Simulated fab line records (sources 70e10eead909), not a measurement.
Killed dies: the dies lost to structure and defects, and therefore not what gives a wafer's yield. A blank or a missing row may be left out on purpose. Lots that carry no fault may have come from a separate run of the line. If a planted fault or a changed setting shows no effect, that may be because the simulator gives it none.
The tool behind it: which one? -- flow nandHarc -- 13 lots, 39 wafers sampled, at 5 steps of a route of 1302

## WHAT THE GAUGES SHOWED, per wafer
NHARC_P_M2_INSPECT_27. Usual: rawDefectCount reads 303 (standard deviation 110).
lot,measured,on,rawDefectCount,flag
L220,day 6 12:22,defectInspect-01,377 613 443,
L224,day 8 02:10,defectInspect-02,303 301 268,
L225,day 8 18:28,defectInspect-01,270 879 204,
L226,day 9 04:04,defectInspect-02,324 171 179,
L227,day 9 16:10,defectInspect-02,382 302 247,
L228,day 10 05:01,defectInspect-01,212 255 257,
L231,day 11 11:27,defectInspect-02,289 367 406,
L233,day 11 22:32,defectInspect-01,207 339 374,
L234,day 12 15:29,defectInspect-02,253 448 164,
L235,day 13 02:34,defectInspect-02,197 220 307,
L236,day 13 05:56,defectInspect-02,359 462 653,
L238,day 14 03:14,defectInspect-02,258 240 293,
L239,day 14 03:41,defectInspect-01,202 290 360,

NHARC_END_SORT_01. Usual: defectLimitedYield 91.1 %, standard deviation 2.9; killedAtArray 55, standard deviation 19; killedAtOther 0.8, standard deviation 1.1; killedAtPeriphery 4.0, standard deviation 2.6; killedDies 60, standard deviation 20; killedOpen 3.4, standard deviation 1.7; killedShort 2.6, standard deviation 1.5.
lot,measured,on,defectLimitedYield (%),killedAtArray,killedAtOther,killedAtPeriphery,killedDies,killedOpen,killedShort,flag
L224,day 25 16:00,prober-01,89.2 89.2 84.5,67 69 100,0 0 1,6 4 4,73 73 105,3 4 3,0 2 1,
L225,day 26 18:12,prober-02,84.9 87.9 90.4,98 75 63,0 0 0,4 7 2,102 82 65,3 9 1,5 4 1,
L231,day 29 12:04,prober-02,92.0 92.2 93.8,45 46 37,4 5 3,5 2 2,54 53 42,3 2 0,4 4 1,
L234,day 30 05:06,prober-02,91.9 92.6 93.1,48 44 43,0 0 0,7 6 4,55 50 47,4 5 4,3 0 3,
L236,day 30 19:56,prober-02,90.0 88.6 90.8,58 62 53,5 3 2,5 12 7,68 77 62,4 4 5,1 1 1,
L239,day 32 07:13,prober-01,89.7 87.3 87.4,66 82 82,2 2 2,2 2 1,70 86 85,2 2 2,1 3 3,

## WHAT TOOL EACH LOT RAN ON (gives the tool, then ch and the chambers of the sampled wafers, and finally the start)
lot,NHARC_P_BONDPAD_ETCH_12,NHARC_P_BONDPAD_DEGAS_25,NHARC_P_BONDPAD_PRE_CLEAN_26
L220,"rieDiel-02 ch 0,1, day 6 14:36","pvdSputter-03, day 6 15:22","pvdSputter-03, no start"
L224,"rieDiel-12 ch 0,1,3, day 8 04:22","pvdSputter-01, day 8 05:08","pvdSputter-01, day 25 16:00 or earlier"
L225,"rieDiel-03 ch 0,1, day 8 20:38","pvdSputter-01, day 8 21:29","pvdSputter-01, day 26 18:12 or earlier"
L226,"rieDiel-02 ch 1,2,3, day 9 06:13","pvdSputter-01, day 9 06:59","pvdSputter-01, no start"
L227,"rieDiel-03 ch 2,3, day 9 18:20","pvdSputter-01, day 9 19:08","pvdSputter-01, no start"
L228,"rieDiel-03 ch 1,3, day 10 07:08","pvdSputter-01, day 10 07:54","pvdSputter-01, no start"
L231,"rieDiel-03 ch 0,2,3, day 11 13:38","pvdSputter-02, day 11 14:23","pvdSputter-02, day 29 12:04 or earlier"
L233,"rieDiel-03 ch 1,3, day 12 00:38","pvdSputter-03, day 12 01:24","pvdSputter-03, no start"
L234,"rieDiel-02 ch 0,1, day 12 17:33","pvdSputter-01, day 12 18:19","pvdSputter-01, day 30 05:06 or earlier"
L235,"rieDiel-02 ch 0,2, day 13 04:44","pvdSputter-02, day 13 05:30","pvdSputter-02, no start"
L236,"rieDiel-03 ch 1,2,3, day 13 08:19","pvdSputter-01, day 13 09:05","pvdSputter-01, day 30 19:56 or earlier"
L238,"rieDiel-02 ch 0,2, day 14 05:25","pvdSputter-03, day 14 06:11","pvdSputter-03, no start"
L239,"rieDiel-02 ch 0,1,2, day 14 05:54","pvdSputter-02, day 14 06:40","pvdSputter-02, day 32 07:13 or earlier"
- NHARC_P_BONDPAD_ETCH_12: etches the open film in CHF3/O2, target depth 200 nm, time 100 s.
- NHARC_P_BONDPAD_DEGAS_25: time 60 s.
- NHARC_P_BONDPAD_PRE_CLEAN_26: time 30 s.

## WHAT THE TOOLS THEMSELVES READ (means of the sampled wafers that have a number; where no wafer has one, the mark that the record gives instead)
NHARC_P_BONDPAD_ETCH_12. Usual: drypumpMotorCurrentA 5.6 A, standard deviation 0.4; oesProductAu 0.941 a.u., standard deviation 0.022; rfFwdPowerW 496.9 W, standard deviation 2; rfVppV 370.2 V, standard deviation 2.4; showerheadPlenumPTorr 2.38 Torr, standard deviation 0.11; throttleValvePct 20.572 %, standard deviation 0.0097.
lot,tool,drypumpMotorCurrentA (A),oesProductAu (a.u.),rfFwdPowerW (W),rfVppV (V),showerheadPlenumPTorr (Torr),throttleValvePct (%),flag
L220,rieDiel-02,5.7,0.967,498.5,370.1,2.38,20.575,
L224,rieDiel-12,5.1,0.934,496.5,372.0,2.46,20.583,
L225,rieDiel-03,5.6,0.925,497.3,368.8,2.29,20.565,
L226,rieDiel-02,5.3,0.922,495.5,368.9,2.36,20.563,
L227,rieDiel-03,6.0,0.959,496.7,373.0,2.52,20.570,
L228,rieDiel-03,5.8,0.932,497.9,370.4,2.36,20.569,
L231,rieDiel-03,5.9,0.926,496.2,370.8,2.45,20.568,
L233,rieDiel-03,5.8,0.924,498.2,369.9,2.36,20.566,
L234,rieDiel-02,5.7,0.923,499.1,370.1,2.38,20.570,
L235,rieDiel-02,5.4,0.962,498.3,368.1,2.27,20.587,
L236,rieDiel-03,5.9,0.983,496.8,370.8,2.43,20.580,
L238,rieDiel-02,5.4,1.186,698.1,367.9,2.27,20.564,OFF
L239,rieDiel-02,5.5,1.144,698.0,368.2,2.32,20.582,OFF

NHARC_P_BONDPAD_DEGAS_25. Usual: heaterPowerW reads 476 W (standard deviation 37).
lot,tool,heaterPowerW (W),flag
L220,pvdSputter-03,410,
L224,pvdSputter-01,473,
L225,pvdSputter-01,471,
L226,pvdSputter-01,478,
L227,pvdSputter-01,467,
L228,pvdSputter-01,476,
L231,pvdSputter-02,525,
L233,pvdSputter-03,436,
L234,pvdSputter-01,451,
L235,pvdSputter-02,506,
L236,pvdSputter-01,465,
L238,pvdSputter-03,444,
L239,pvdSputter-02,512,

NHARC_P_BONDPAD_PRE_CLEAN_26. Usual: heaterPowerW reads 420 W (standard deviation 33).
lot,tool,heaterPowerW (W),flag
L220,pvdSputter-03,414,
L224,pvdSputter-01,414,
L225,pvdSputter-01,400,
L226,pvdSputter-01,405,
L227,pvdSputter-01,412,
L228,pvdSputter-01,410,
L231,pvdSputter-02,456,
L233,pvdSputter-03,355,
L234,pvdSputter-01,393,
L235,pvdSputter-02,461,
L236,pvdSputter-01,401,
L238,pvdSputter-03,400,
L239,pvdSputter-02,439,

## THE ANSWER, worked out from the rows above alone
Rule: lot off if the mean of its wafers having a number is beyond 3 standard deviations from the usual mean. Also off: a lot with no number at a reading for which 4 or more lots have one. The other lots that the step has rows for count as sound. After the gauges, taken in route order, come the tools' own readings; for these a lot's mean is taken, as printed above. At the first step where some lot is off, the reading lying furthest off is the one used; lots without a number count as furthest.
Off, at NHARC_P_BONDPAD_ETCH_12 on rfFwdPowerW: L238, L239.
If a tool, at that step or one of the process steps before it, ran each lot that is off and ran no sound lot following the first of them, it fits. One fits: rieDiel-02 at NHARC_P_BONDPAD_ETCH_12. Its last sound lot is L235 (day 13 04:44), its first lot that is off L238 (day 14 05:25): a fault that began between those two fits.
The tool's own readings at NHARC_P_BONDPAD_ETCH_12 bear it out: on the lots that are off they differ by more than 5 times the standard deviation of the sound lots' means. oesProductAu reads 1.165 a.u. there against 0.942 a.u. on the sound lots; rfFwdPowerW reads 698.0 W there against 497.4 W on the sound lots.

## WHAT THE SIMULATOR HAD PUT IN
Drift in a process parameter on rieDiel-02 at NHARC_P_BONDPAD_ETCH_12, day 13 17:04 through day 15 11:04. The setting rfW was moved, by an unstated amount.
Lots struck among those shown: L238, L239. The rule above reached the same finding.
